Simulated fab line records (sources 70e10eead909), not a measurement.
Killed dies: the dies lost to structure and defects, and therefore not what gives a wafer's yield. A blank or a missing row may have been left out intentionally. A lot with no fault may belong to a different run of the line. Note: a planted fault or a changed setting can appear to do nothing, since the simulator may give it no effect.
The tool behind it: which one? / flow nand harc / 33 wafers from 11 lots sampled at 2 of the route's 1159 steps

## WHAT THE GAUGES READ, wafer by wafer
NHARC_A_SOURCE_PLATE_INSPECT_08.
lot=L077; measured=day 8 06:25; on=defect inspect-02; raw defect count=99 49 92
lot=L078; measured=day 8 06:22; on=defect inspect-02; raw defect count=32 40 36
lot=L079; measured=day 9 02:03; on=defect inspect-02; raw defect count=30 56 35
lot=L082; measured=day 9 08:55; on=defect inspect-01; raw defect count=45 28 56
lot=L087; measured=day 10 14:54; on=defect inspect-01; raw defect count=92 50 80
lot=L084; measured=day 10 14:53; on=defect inspect-02; raw defect count=98 111 74
lot=L088; measured=day 11 06:35; on=defect inspect-01; raw defect count=41 59 41
lot=L090; measured=day 11 13:52; on=defect inspect-02; raw defect count=54 73 33
lot=L092; measured=day 11 23:26; on=defect inspect-02; raw defect count=66 23 43
lot=L096; measured=day 12 16:55; on=defect inspect-01; raw defect count=58 55 70
lot=L097; measured=day 13 20:37; on=defect inspect-01; raw defect count=38 26 58

## TOOL THAT RAN EACH LOT (tool first, then ch and the chambers of the sampled wafers, then the start)
lot=L077; NHARC_A_ZERO_WELL_RTA_16=rtp anneal-02 ch 0, day 7 09:47
lot=L078; NHARC_A_ZERO_WELL_RTA_16=rtp anneal-02 ch 0, day 7 12:46
lot=L079; NHARC_A_ZERO_WELL_RTA_16=rtp anneal-01 ch 0, day 8 04:41
lot=L082; NHARC_A_ZERO_WELL_RTA_16=rtp anneal-01 ch 0, day 8 12:10
lot=L087; NHARC_A_ZERO_WELL_RTA_16=rtp anneal-02 ch 0, day 9 18:25
lot=L084; NHARC_A_ZERO_WELL_RTA_16=rtp anneal-01 ch 0, day 9 20:23
lot=L088; NHARC_A_ZERO_WELL_RTA_16=rtp anneal-01 ch 0, day 10 10:05
lot=L090; NHARC_A_ZERO_WELL_RTA_16=rtp anneal-01 ch 0, day 10 15:19
lot=L092; NHARC_A_ZERO_WELL_RTA_16=rtp anneal-01 ch 0, day 11 03:32
lot=L096; NHARC_A_ZERO_WELL_RTA_16=rtp anneal-01 ch 0, day 11 20:26
lot=L097; NHARC_A_ZERO_WELL_RTA_16=rtp anneal-01 ch 0, day 12 23:22
- NHARC_A_ZERO_WELL_RTA_16: time 10 s.

## THE ANSWER, worked out from the rows above alone
Rule: the usual values come from the lots themselves. Put in order of their means at a reading, lots are off if they are a third of the lots or fewer, leave a main group of 4 or more, and stand apart from it by a gap of 3 or more times the standard deviation of the main group's means; of several such gaps the widest counts. A main group is skipped when, at the precision printed for the reading in the tables above, its means are all equal. A lot without any number at a reading at which 4 lots or more have one is off too. The other lots that the step has rows for count as sound.
Across all readings shown, no lot is off: no conclusion can be drawn from this.

## WHAT HAD BEEN PUT IN BY THE SIMULATOR
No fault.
